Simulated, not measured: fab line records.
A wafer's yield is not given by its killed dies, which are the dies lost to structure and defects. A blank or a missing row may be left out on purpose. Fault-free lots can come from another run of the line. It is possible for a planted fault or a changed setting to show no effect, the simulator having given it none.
Lot-split experiment :: flow n5 finfet :: 7 lots, 39 wafers read, on a route of 1938 steps

## THE SPLIT
At N5_SD_EPI_P_EPI_21 (deposits SiGe:B, time 355 s), the setting time s was moved away from the recipe's 355 s on 15 of the 39 wafers read, by -52.1% to +57.2%. This setting was run at the recipe's value on the other wafers.

The reading comes from the split's own step.

## THE READING
SiGe-B_of_SD_EPI_P_EPI_21.thk nm (the simulator's own value, which no gauge read), in nm, at N5_SD_EPI_P_EPI_21 (deposits SiGe:B, time 355 s). The file gives no usual value for it. Across the 24 wafers here that went through the recipe, the average is 61.2 nm and the standard deviation 0.88 nm.

wafer: L082.1
tool, chamber at the split: epi rpcvd-02, 0
time s as run, s: 355
against the recipe: recipe
SiGe-B_of_SD_EPI_P_EPI_21.thk nm, nm: 60
against lot-mates on the recipe: -

wafer: L082.2
tool, chamber at the split: epi rpcvd-02, 0
time s as run, s: 415.3
against the recipe: +17.0%
SiGe-B_of_SD_EPI_P_EPI_21.thk nm, nm: 67.2
against lot-mates on the recipe: +7.0

wafer: L082.3
tool, chamber at the split: epi rpcvd-02, 0
time s as run, s: 415.3
against the recipe: +17.0%
SiGe-B_of_SD_EPI_P_EPI_21.thk nm, nm: 66.8
against lot-mates on the recipe: +6.6

wafer: L082.4
tool, chamber at the split: epi rpcvd-02, 0
time s as run, s: 415.3
against the recipe: +17.0%
SiGe-B_of_SD_EPI_P_EPI_21.thk nm, nm: 66.4
against lot-mates on the recipe: +6.2

wafer: L082.5
tool, chamber at the split: epi rpcvd-02, 0
time s as run, s: 355
against the recipe: recipe
SiGe-B_of_SD_EPI_P_EPI_21.thk nm, nm: 60.2
against lot-mates on the recipe: -

wafer: L082.6
tool, chamber at the split: epi rpcvd-02, 0
time s as run, s: 355
against the recipe: recipe
SiGe-B_of_SD_EPI_P_EPI_21.thk nm, nm: 60.4
against lot-mates on the recipe: -

wafer: L084.1
tool, chamber at the split: epi rpcvd-03, 0
time s as run, s: 420.5
against the recipe: +18.5%
SiGe-B_of_SD_EPI_P_EPI_21.thk nm, nm: 68.8
against lot-mates on the recipe: +7.1

wafer: L084.2
tool, chamber at the split: epi rpcvd-03, 0
time s as run, s: 355
against the recipe: recipe
SiGe-B_of_SD_EPI_P_EPI_21.thk nm, nm: 62.2
against lot-mates on the recipe: -

wafer: L084.3
tool, chamber at the split: epi rpcvd-03, 0
time s as run, s: 420.5
against the recipe: +18.5%
SiGe-B_of_SD_EPI_P_EPI_21.thk nm, nm: 69.8
against lot-mates on the recipe: +8.1

wafer: L084.4
tool, chamber at the split: epi rpcvd-03, 0
time s as run, s: 355
against the recipe: recipe
SiGe-B_of_SD_EPI_P_EPI_21.thk nm, nm: 61.4
against lot-mates on the recipe: -

wafer: L084.5
tool, chamber at the split: epi rpcvd-03, 0
time s as run, s: 355
against the recipe: recipe
SiGe-B_of_SD_EPI_P_EPI_21.thk nm, nm: 61.6
against lot-mates on the recipe: -

wafer: L084.6
tool, chamber at the split: epi rpcvd-03, 0
time s as run, s: 420.5
against the recipe: +18.5%
SiGe-B_of_SD_EPI_P_EPI_21.thk nm, nm: 69.2
against lot-mates on the recipe: +7.5

wafer: L086.1
tool, chamber at the split: epi rpcvd-03, 0
time s as run, s: 558.2
against the recipe: +57.2%
SiGe-B_of_SD_EPI_P_EPI_21.thk nm, nm: 83.8
against lot-mates on the recipe: +21.7

wafer: L086.4
tool, chamber at the split: epi rpcvd-03, 0
time s as run, s: 558.2
against the recipe: +57.2%
SiGe-B_of_SD_EPI_P_EPI_21.thk nm, nm: 83.8
against lot-mates on the recipe: +21.7

wafer: L086.2
tool, chamber at the split: epi rpcvd-03, 0
time s as run, s: 558.2
against the recipe: +57.2%
SiGe-B_of_SD_EPI_P_EPI_21.thk nm, nm: 85.8
against lot-mates on the recipe: +23.7

wafer: L086.3
tool, chamber at the split: epi rpcvd-03, 0
time s as run, s: 355
against the recipe: recipe
SiGe-B_of_SD_EPI_P_EPI_21.thk nm, nm: 62
against lot-mates on the recipe: -

wafer: L086.6
tool, chamber at the split: epi rpcvd-03, 0
time s as run, s: 355
against the recipe: recipe
SiGe-B_of_SD_EPI_P_EPI_21.thk nm, nm: 62
against lot-mates on the recipe: -

wafer: L086.5
tool, chamber at the split: epi rpcvd-03, 0
time s as run, s: 355
against the recipe: recipe
SiGe-B_of_SD_EPI_P_EPI_21.thk nm, nm: 62.2
against lot-mates on the recipe: -

wafer: L087.1
tool, chamber at the split: epi rpcvd-03, 0
time s as run, s: 170
against the recipe: -52.1%
SiGe-B_of_SD_EPI_P_EPI_21.thk nm, nm: 31.4
against lot-mates on the recipe: -29.5

wafer: L087.2
tool, chamber at the split: epi rpcvd-03, 0
time s as run, s: 355
against the recipe: recipe
SiGe-B_of_SD_EPI_P_EPI_21.thk nm, nm: 61
against lot-mates on the recipe: -

wafer: L087.4
tool, chamber at the split: epi rpcvd-03, 0
time s as run, s: 355
against the recipe: recipe
SiGe-B_of_SD_EPI_P_EPI_21.thk nm, nm: 61
against lot-mates on the recipe: -

wafer: L087.3
tool, chamber at the split: epi rpcvd-03, 0
time s as run, s: 170
against the recipe: -52.1%
SiGe-B_of_SD_EPI_P_EPI_21.thk nm, nm: 32
against lot-mates on the recipe: -28.9

wafer: L087.5
tool, chamber at the split: epi rpcvd-03, 0
time s as run, s: 355
against the recipe: recipe
SiGe-B_of_SD_EPI_P_EPI_21.thk nm, nm: 60.8
against lot-mates on the recipe: -

wafer: L087.6
tool, chamber at the split: epi rpcvd-03, 0
time s as run, s: 170
against the recipe: -52.1%
SiGe-B_of_SD_EPI_P_EPI_21.thk nm, nm: 31.6
against lot-mates on the recipe: -29.3

wafer: L091.1
tool, chamber at the split: epi rpcvd-02, 0
time s as run, s: 355
against the recipe: recipe
SiGe-B_of_SD_EPI_P_EPI_21.thk nm, nm: 62.6
against lot-mates on the recipe: -

wafer: L091.2
tool, chamber at the split: epi rpcvd-02, 0
time s as run, s: 542.2
against the recipe: +52.7%
SiGe-B_of_SD_EPI_P_EPI_21.thk nm, nm: 83.8
against lot-mates on the recipe: +21.3

wafer: L091.3
tool, chamber at the split: epi rpcvd-02, 0
time s as run, s: 542.2
against the recipe: +52.7%
SiGe-B_of_SD_EPI_P_EPI_21.thk nm, nm: 84.6
against lot-mates on the recipe: +22.1

wafer: L091.4
tool, chamber at the split: epi rpcvd-02, 0
time s as run, s: 355
against the recipe: recipe
SiGe-B_of_SD_EPI_P_EPI_21.thk nm, nm: 62.8
against lot-mates on the recipe: -

wafer: L091.5
tool, chamber at the split: epi rpcvd-02, 0
time s as run, s: 542.2
against the recipe: +52.7%
SiGe-B_of_SD_EPI_P_EPI_21.thk nm, nm: 84.8
against lot-mates on the recipe: +22.3

wafer: L091.6
tool, chamber at the split: epi rpcvd-02, 0
time s as run, s: 355
against the recipe: recipe
SiGe-B_of_SD_EPI_P_EPI_21.thk nm, nm: 62
against lot-mates on the recipe: -

wafer: L093.1
tool, chamber at the split: epi rpcvd-02, 0
time s as run, s: 355
against the recipe: recipe
SiGe-B_of_SD_EPI_P_EPI_21.thk nm, nm: 60.8
against lot-mates on the recipe: -

wafer: L093.2
tool, chamber at the split: epi rpcvd-02, 0
time s as run, s: 355
against the recipe: recipe
SiGe-B_of_SD_EPI_P_EPI_21.thk nm, nm: 60.8
against lot-mates on the recipe: -

wafer: L093.4
tool, chamber at the split: epi rpcvd-02, 0
time s as run, s: 355
against the recipe: recipe
SiGe-B_of_SD_EPI_P_EPI_21.thk nm, nm: 60.8
against lot-mates on the recipe: -

wafer: L093.3
tool, chamber at the split: epi rpcvd-02, 0
time s as run, s: 355
against the recipe: recipe
SiGe-B_of_SD_EPI_P_EPI_21.thk nm, nm: 59.8
against lot-mates on the recipe: -

wafer: L093.5
tool, chamber at the split: epi rpcvd-02, 0
time s as run, s: 355
against the recipe: recipe
SiGe-B_of_SD_EPI_P_EPI_21.thk nm, nm: 60.4
against lot-mates on the recipe: -

wafer: L093.6
tool, chamber at the split: epi rpcvd-02, 0
time s as run, s: 355
against the recipe: recipe
SiGe-B_of_SD_EPI_P_EPI_21.thk nm, nm: 59.6
against lot-mates on the recipe: -

wafer: L094.3
tool, chamber at the split: epi rpcvd-04, 0
time s as run, s: 355
against the recipe: recipe
SiGe-B_of_SD_EPI_P_EPI_21.thk nm, nm: 62.2
against lot-mates on the recipe: -

wafer: L094.5
tool, chamber at the split: epi rpcvd-04, 0
time s as run, s: 355
against the recipe: recipe
SiGe-B_of_SD_EPI_P_EPI_21.thk nm, nm: 61.6
against lot-mates on the recipe: -

wafer: L094.6
tool, chamber at the split: epi rpcvd-04, 0
time s as run, s: 355
against the recipe: recipe
SiGe-B_of_SD_EPI_P_EPI_21.thk nm, nm: 61.4
against lot-mates on the recipe: -

THE FIT
A straight line over all 39 wafers: SiGe-B_of_SD_EPI_P_EPI_21.thk nm changes by +0.471 nm for each +1% of time s; r = +0.99; the points scatter about the line by 1.8 nm.
The same after taking each lot's own level away (the mean of its wafers on the recipe; 39 wafers): +0.459 nm for each +1%; r = +0.99; scatter 1.8 nm.
Per that fit: largest time s move, reading shift of 26 nm.
From 60.20 to 62.47 nm: that is the span of the lots' own levels, equal to 2.6 times the standard deviation above.
Hence the lot-to-lot level has little effect on the slope; both slopes agree.
Check: with one of the wafers moved furthest among these (+57.2%) left out of the fit, the line predicts +25.7 nm for it against its lot-mates. It came out at +21.7 nm against them.

## ADDITIONAL SPLITS CARRIED BY THESE WAFERS
Other splits were also applied to these wafers ahead of the reading. Each is held against what the fit with the lots' levels taken away leaves over:
other split on the same wafers: N5_ZERO_LAYER_DEVELOP_10 develop time s
wafers away from the commonest value: 12
r with SiGe-B_of_SD_EPI_P_EPI_21.thk nm (lot level and that fit taken away): +0.01

other split on the same wafers: N5_FIN_SAQP_SPACER1_ALD_24 ald cycles
wafers away from the commonest value: 15
r with SiGe-B_of_SD_EPI_P_EPI_21.thk nm (lot level and that fit taken away): -0.03

## THE WHOLE CHAIN: every reading that the file lists as answering this split, in the file's order
step: N5_SD_EPI_P_EPI_21
what it does: deposits SiGe:B, time 355 s
reading: SiGe-B_of_SD_EPI_P_EPI_21.thk nm (the simulator's own value, which no gauge read)
change (the file's fit): +0.448 nm for each +1% of the setting
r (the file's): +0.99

step: N5_SD_EPI_P_EPI_MEAS_23
what it does: 
reading: thk nm
change (the file's fit): withheld for each +1% of the setting
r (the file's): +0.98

step: N5_SD_ACTIVATION_RS_MEAS_03
what it does: measures by four-point-probe
reading: RS_SD_P
change (the file's fit): not straight: 107.8 at the lowest setting, 55.7 at the recipe, 39.8 at the highest
r (the file's): not given

## THE FILE'S OWN FIT
SiGe-B_of_SD_EPI_P_EPI_21.thk nm changes by +0.448 nm for each +1% of time s, r = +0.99.
